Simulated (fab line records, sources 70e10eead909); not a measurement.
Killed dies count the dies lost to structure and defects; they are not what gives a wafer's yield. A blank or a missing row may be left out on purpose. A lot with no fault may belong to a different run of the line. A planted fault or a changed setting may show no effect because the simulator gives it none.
Which tool is to blame? | flow nand-harc | 24 lots with 72 wafers sampled at 6 steps, on a route of 1159 steps

## WHAT THE GAUGES SHOWED, per wafer
NHARC_A_M0_INSPECT_27.
lot  | measured     | on                | raw-defect-count
L074 | day 17 11:33 | defect-inspect-02 | 583 459 530
L075 | day 17 20:01 | defect-inspect-01 | 542 539 668
L077 | day 18 01:22 | defect-inspect-02 | 410 322 359
L076 | day 18 02:02 | defect-inspect-02 | 569 509 302
L079 | day 18 23:35 | defect-inspect-01 | 360 358 585
L078 | day 19 02:50 | defect-inspect-02 | 583 313 384
L080 | day 19 11:42 | defect-inspect-01 | 461 498 307
L081 | day 19 20:46 | defect-inspect-01 | 475 511 416
L084 | day 20 02:22 | defect-inspect-02 | 410 386 368
L083 | day 20 06:49 | defect-inspect-02 | 851 755 808
L082 | day 20 07:30 | defect-inspect-01 | 498 656 619
L086 | day 20 20:35 | defect-inspect-02 | 346 346 346
L085 | day 20 21:20 | defect-inspect-01 | 447 436 565
L088 | day 20 21:41 | defect-inspect-01 | 338 401 569
L087 | day 21 00:16 | defect-inspect-01 | 756 524 329
L089 | day 21 01:46 | defect-inspect-01 | 282 295 403
L092 | day 21 03:34 | defect-inspect-02 | 357 384 536
L090 | day 21 15:27 | defect-inspect-01 | 507 578 566
L091 | day 22 01:16 | defect-inspect-01 | 554 431 680
L093 | day 22 01:26 | defect-inspect-01 | 397 498 438
L094 | day 22 02:15 | defect-inspect-02 | 623 598 630
L096 | day 22 21:09 | defect-inspect-02 | 568 672 540
L097 | day 23 02:57 | defect-inspect-01 | 538 318 411
L095 | day 23 10:17 | defect-inspect-02 | 370 460 389

NHARC_A_M1_INSPECT_27.
lot  | measured     | on                | raw-defect-count
L074 | day 17 15:48 | defect-inspect-01 | 568 302 514
L075 | day 18 00:37 | defect-inspect-02 | 366 504 552
L077 | day 18 05:31 | defect-inspect-01 | 694 355 470
L076 | day 18 06:15 | defect-inspect-02 | 389 340 342
L079 | day 19 03:43 | defect-inspect-02 | 399 382 515
L078 | day 19 07:01 | defect-inspect-02 | 479 389 423
L080 | day 19 16:18 | defect-inspect-01 | 457 347 321
L081 | day 20 01:11 | defect-inspect-02 | 488 450 378
L084 | day 20 07:01 | defect-inspect-02 | 316 355 334
L083 | day 20 11:07 | defect-inspect-02 | 401 408 310
L082 | day 20 11:59 | defect-inspect-02 | 363 532 354
L086 | day 21 00:46 | defect-inspect-02 | 350 409 307
L085 | day 21 02:15 | defect-inspect-01 | 462 565 426
L088 | day 21 02:17 | defect-inspect-02 | 383 380 628
L087 | day 21 04:17 | defect-inspect-02 | 419 496 348
L089 | day 21 06:38 | defect-inspect-01 | 346 322 438
L092 | day 21 07:49 | defect-inspect-02 | 675 363 610
L090 | day 21 19:30 | defect-inspect-02 | 357 367 355
L091 | day 22 05:16 | defect-inspect-02 | 387 328 338
L093 | day 22 05:46 | defect-inspect-01 | 366 372 484
L094 | day 22 06:22 | defect-inspect-02 | 586 494 416
L096 | day 23 01:54 | defect-inspect-02 | 332 347 341
L097 | day 23 07:11 | defect-inspect-02 | 318 277 326
L095 | day 23 15:06 | defect-inspect-02 | 484 377 675

NHARC_A_BONDPAD_CD_MEAS_13.
lot  | measured     | on        | cd-nm (nm)
L074 | day 17 18:09 | cd-sem-02 | 498.0 499.6 495.7
L075 | day 18 03:11 | cd-sem-01 | 501.3 501.0 500.9
L077 | day 18 07:51 | cd-sem-01 | 497.9 493.7 498.9
L076 | day 18 08:42 | cd-sem-02 | 503.3 500.3 504.2
L079 | day 19 06:03 | cd-sem-03 | 495.8 500.2 499.0
L078 | day 19 09:29 | cd-sem-03 | 497.2 500.2 502.5
L080 | day 19 18:37 | cd-sem-01 | 502.2 501.3 496.2
L081 | day 20 03:52 | cd-sem-02 | 499.3 496.5 499.3
L084 | day 20 09:24 | cd-sem-02 | 496.7 502.1 502.5
L083 | day 20 13:35 | cd-sem-03 | 498.4 498.1 500.7
L082 | day 20 14:29 | cd-sem-02 | 502.2 502.5 502.7
L086 | day 21 03:38 | cd-sem-03 | 497.3 495.3 495.6
L085 | day 21 04:51 | cd-sem-03 | 500.1 502.4 500.0
L088 | day 21 05:16 | cd-sem-03 | 497.0 496.7 497.1
L087 | day 21 06:41 | cd-sem-01 | 497.7 494.9 500.8
L089 | day 21 09:12 | cd-sem-01 | 502.7 503.3 498.2
L092 | day 21 10:17 | cd-sem-02 | 499.4 497.9 499.4
L090 | day 21 21:58 | cd-sem-03 | 494.9 497.2 494.6
L091 | day 22 07:46 | cd-sem-02 | 497.4 502.2 502.0
L093 | day 22 08:40 | cd-sem-01 | 495.5 497.0 497.9
L094 | day 22 08:56 | cd-sem-01 | 497.5 498.9 500.8
L096 | day 23 04:32 | cd-sem-02 | 497.3 497.4 500.5
L097 | day 23 09:40 | cd-sem-03 | 499.8 501.4 503.2
L095 | day 23 17:38 | cd-sem-02 | 498.9 497.9 497.1

## TOOL THAT RAN EACH LOT (tool first, then ch and the chambers of the sampled wafers, then the start)
lot  | NHARC_A_CONTACT_ETCH_136             | NHARC_A_CONTACT_ETCH_98                       | NHARC_A_M1_ETCH_28
L074 | har-cap-etch-03 ch 0,1, day 16 19:01 | rie-diel-10 ch 0,1,2, day 17 11:33 or earlier | rie-diel-04 ch 0,1,2, day 17 15:48 or earlier
L075 | har-cap-etch-03 ch 0,1, day 17 00:33 | rie-diel-11 ch 0,1,2, day 17 20:01 or earlier | rie-diel-13 ch 0,1,2, day 18 00:37 or earlier
L077 | har-cap-etch-03 ch 0,1, day 17 10:34 | rie-diel-10 ch 0,1,2, day 18 01:22 or earlier | rie-diel-13 ch 1,2, day 18 05:31 or earlier
L076 | har-cap-etch-01 ch 0,1, day 17 14:12 | rie-diel-10 ch 2,3, day 18 02:02 or earlier   | rie-diel-13 ch 0,2,3, day 18 06:15 or earlier
L079 | har-cap-etch-03 ch 1, day 18 02:25   | rie-diel-03 ch 0,1,3, day 18 23:35 or earlier | rie-diel-04 ch 1,2,3, day 19 03:43 or earlier
L078 | har-cap-etch-02 ch 1, day 18 09:11   | rie-diel-03 ch 0,2, day 19 02:50 or earlier   | rie-diel-08 ch 1,2,3, day 19 07:01 or earlier
L080 | har-cap-etch-03 ch 0,1, day 18 20:32 | rie-diel-11 ch 0,3, day 19 11:42 or earlier   | rie-diel-08 ch 1,2,3, day 19 16:18 or earlier
L081 | har-cap-etch-02 ch 0,1, day 19 02:38 | rie-diel-03 ch 0,1,2, day 19 20:46 or earlier | rie-diel-04 ch 0,2,3, day 20 01:11 or earlier
L084 | har-cap-etch-02 ch 1, day 19 11:13   | rie-diel-10 ch 1,2,3, day 20 02:22 or earlier | rie-diel-04 ch 1,2,3, day 20 07:01 or earlier
L083 | har-cap-etch-01 ch 0,1, day 19 18:03 | rie-diel-03 ch 0,1,3, day 20 06:49 or earlier | rie-diel-04 ch 0,1,2, day 20 11:07 or earlier
L082 | har-cap-etch-03 ch 0,1, day 19 20:35 | rie-diel-10 ch 1,2,3, day 20 07:30 or earlier | rie-diel-08 ch 1,2,3, day 20 11:59 or earlier
L086 | har-cap-etch-03 ch 0,1, day 20 02:31 | rie-diel-10 ch 0,1,2, day 20 20:35 or earlier | rie-diel-04 ch 0,2,3, day 21 00:46 or earlier
L085 | har-cap-etch-03 ch 0,1, day 20 06:19 | rie-diel-10 ch 1,2,3, day 20 21:20 or earlier | rie-diel-13 ch 0,1,2, day 21 02:15 or earlier
L088 | har-cap-etch-02 ch 0,1, day 20 06:40 | rie-diel-03 ch 0,1,2, day 20 21:41 or earlier | rie-diel-04 ch 0,3, day 21 02:17 or earlier
L087 | har-cap-etch-02 ch 0,1, day 20 13:35 | rie-diel-11 ch 2,3, day 21 00:16 or earlier   | rie-diel-13 ch 1,2, day 21 04:17 or earlier
L089 | har-cap-etch-03 ch 0,1, day 20 15:07 | rie-diel-11 ch 0,2, day 21 01:46 or earlier   | rie-diel-13 ch 1,3, day 21 06:38 or earlier
L092 | har-cap-etch-01 ch 0,1, day 20 16:55 | rie-diel-10 ch 1,2,3, day 21 03:34 or earlier | rie-diel-04 ch 0,1,2, day 21 07:49 or earlier
L090 | har-cap-etch-01 ch 0,1, day 20 19:42 | rie-diel-11 ch 0,2,3, day 21 15:27 or earlier | rie-diel-08 ch 0,1,3, day 21 19:30 or earlier
L091 | har-cap-etch-01 ch 0,1, day 21 01:38 | rie-diel-10 ch 0,3, day 22 01:16 or earlier   | rie-diel-04 ch 1,2,3, day 22 05:16 or earlier
L093 | har-cap-etch-01 ch 0,1, day 21 11:05 | rie-diel-11 ch 0,1,2, day 22 01:26 or earlier | rie-diel-13 ch 1,2,3, day 22 05:46 or earlier
L094 | har-cap-etch-02 ch 0,1, day 21 12:20 | rie-diel-11 ch 0,1,2, day 22 02:15 or earlier | rie-diel-13 ch 1,2,3, day 22 06:22 or earlier
L096 | har-cap-etch-03 ch 0,1, day 22 03:18 | rie-diel-11 ch 1,2,3, day 22 21:09 or earlier | rie-diel-08 ch 0,1,3, day 23 01:54 or earlier
L097 | har-cap-etch-01 ch 0,1, day 22 05:24 | rie-diel-11 ch 2,3, day 23 02:57 or earlier   | rie-diel-13 ch 0,1,3, day 23 07:11 or earlier
L095 | har-cap-etch-02 ch 0,1, day 22 10:34 | rie-diel-10 ch 1,2, day 23 10:17 or earlier   | rie-diel-04 ch 0,1, day 23 15:06 or earlier
- NHARC_A_CONTACT_ETCH_136: etches the open film in C4F8/O2/Ar, time 132 s, target depth 1287 nm.
- NHARC_A_CONTACT_ETCH_98: etches the open film in C4F6/O2, target depth 20 nm, time 10 s.
- NHARC_A_M1_ETCH_28: etches the open film in CF4/N2, target depth 30 nm, time 72.99 s.

## AS READ BY THE TOOLS THEMSELVES (means over the sampled wafers that have a number; for cases with no such wafer, the mark the record gives instead)
NHARC_A_CONTACT_ETCH_98.
lot  | tool        | drypump-motor-current-A (A) | oes-product-au (a.u.) | rf-vpp-V (V) | showerhead-plenum-p-Torr (Torr) | throttle-valve-pct (%)
L074 | rie-diel-10 | 5.7                         | 0.954                 | 546          | 3.89                            | 26.900
L075 | rie-diel-11 | 6.1                         | 0.997                 | 546          | 3.85                            | 26.903
L077 | rie-diel-10 | 5.7                         | 0.953                 | 547          | 3.88                            | 26.904
L076 | rie-diel-10 | 5.8                         | 0.955                 | 548          | 4.02                            | 26.905
L079 | rie-diel-03 | 5.5                         | 0.958                 | 550          | 4.05                            | 26.899
L078 | rie-diel-03 | 5.6                         | 0.965                 | 551          | 4.15                            | 26.900
L080 | rie-diel-11 | 5.8                         | 0.958                 | 545          | 3.86                            | 26.901
L081 | rie-diel-03 | 5.5                         | 0.979                 | 549          | 4.03                            | 26.907
L084 | rie-diel-10 | 5.5                         | 0.959                 | 546          | 3.87                            | 26.902
L083 | rie-diel-03 | 5.5                         | 0.958                 | 550          | 4.05                            | 26.899
L082 | rie-diel-10 | 5.5                         | 0.954                 | 545          | 3.87                            | 26.906
L086 | rie-diel-10 | 5.7                         | 0.942                 | 546          | 3.88                            | 26.903
L085 | rie-diel-10 | 5.5                         | 0.949                 | 546          | 3.86                            | 26.903
L088 | rie-diel-03 | 5.5                         | 0.953                 | 549          | 4.02                            | 26.902
L087 | rie-diel-11 | 5.8                         | 0.939                 | 541          | 3.66                            | 26.906
L089 | rie-diel-11 | 6.4                         | 0.942                 | 545          | 3.82                            | 26.904
L092 | rie-diel-10 | 5.5                         | 0.966                 | 545          | 3.86                            | 26.896
L090 | rie-diel-11 | 6.1                         | 0.930                 | 545          | 3.84                            | 26.902
L091 | rie-diel-10 | 5.5                         | 0.972                 | 545          | 3.84                            | 26.891
L093 | rie-diel-11 | 6.1                         | 0.967                 | 546          | 3.83                            | 26.914
L094 | rie-diel-11 | 6.2                         | 0.931                 | 545          | 3.83                            | 26.902
L096 | rie-diel-11 | 5.6                         | 0.941                 | 541          | 3.66                            | 26.902
L097 | rie-diel-11 | 5.6                         | 0.945                 | 542          | 3.67                            | 26.896
L095 | rie-diel-10 | 5.8                         | 0.932                 | 547          | 3.95                            | 26.888

NHARC_A_M1_ETCH_28.
lot  | tool        | drypump-motor-current-A (A) | oes-product-au (a.u.) | rf-vpp-V (V) | showerhead-plenum-p-Torr (Torr) | throttle-valve-pct (%)
L074 | rie-diel-04 | 5.7                         | 1.001                 | 315.2        | 2.69                            | 19.801
L075 | rie-diel-13 | 5.2                         | 0.995                 | 315.8        | 2.68                            | 19.793
L077 | rie-diel-13 | 5.2                         | 0.988                 | 315.7        | 2.68                            | 19.787
L076 | rie-diel-13 | 5.6                         | 0.997                 | 314.1        | 2.63                            | 19.789
L079 | rie-diel-04 | 5.5                         | 0.999                 | 315.0        | 2.68                            | 19.787
L078 | rie-diel-08 | 5.8                         | 1.004                 | 314.7        | 2.66                            | 19.793
L080 | rie-diel-08 | 5.8                         | 1.022                 | 315.2        | 2.65                            | 19.800
L081 | rie-diel-04 | 5.5                         | 0.999                 | 316.5        | 2.73                            | 19.799
L084 | rie-diel-04 | 5.5                         | 1.003                 | 315.5        | 2.68                            | 19.798
L083 | rie-diel-04 | 5.7                         | 1.005                 | 314.7        | 2.68                            | 19.793
L082 | rie-diel-08 | 5.8                         | 1.008                 | 314.7        | 2.65                            | 19.796
L086 | rie-diel-04 | 5.5                         | 1.001                 | 315.3        | 2.73                            | 19.795
L085 | rie-diel-13 | 5.2                         | 0.996                 | 315.2        | 2.68                            | 19.794
L088 | rie-diel-04 | 5.6                         | 1.011                 | 314.9        | 2.69                            | 19.796
L087 | rie-diel-13 | 5.0                         | 1.007                 | 315.2        | 2.66                            | 19.795
L089 | rie-diel-13 | 5.2                         | 1.005                 | 313.5        | 2.59                            | 19.802
L092 | rie-diel-04 | 5.7                         | 0.998                 | 315.4        | 2.68                            | 19.798
L090 | rie-diel-08 | 6.0                         | 0.996                 | 315.6        | 2.71                            | 19.788
L091 | rie-diel-04 | 5.6                         | 1.003                 | 315.0        | 2.68                            | 19.791
L093 | rie-diel-13 | 5.4                         | 1.001                 | 314.4        | 2.61                            | 19.801
L094 | rie-diel-13 | 5.4                         | 1.004                 | 314.5        | 2.61                            | 19.799
L096 | rie-diel-08 | 5.9                         | 0.999                 | 315.4        | 2.70                            | 19.799
L097 | rie-diel-13 | 5.4                         | 0.998                 | 313.8        | 2.61                            | 19.797
L095 | rie-diel-04 | 5.9                         | 0.991                 | 314.3        | 2.64                            | 19.795

## THE ANSWER, worked out from the rows above alone
Rule: the lots themselves supply what counts as usual. The widest of any qualifying gaps counts: lots, ordered by their means at a reading, are off when they make up no more than a third of the lots, leave a main group of 4 or more, and stand apart from it by 3 or more times the standard deviation of that group's means. A main group whose means are all the same, to the digits that the tables above print for the reading, isn't used. A lot without any number at a reading at which 4 lots or more have one is off too. The other lots that the step has rows for count as sound. After the gauges, taken in route order, come the tools' own readings; for these a lot's mean is taken, as printed above. At the first step where some lot is off, the reading lying furthest off is the one used; lots without a number count as furthest.
Nothing can be told from this: no lot is off at any reading shown.

## WHAT THE SIMULATOR HAD INSERTED
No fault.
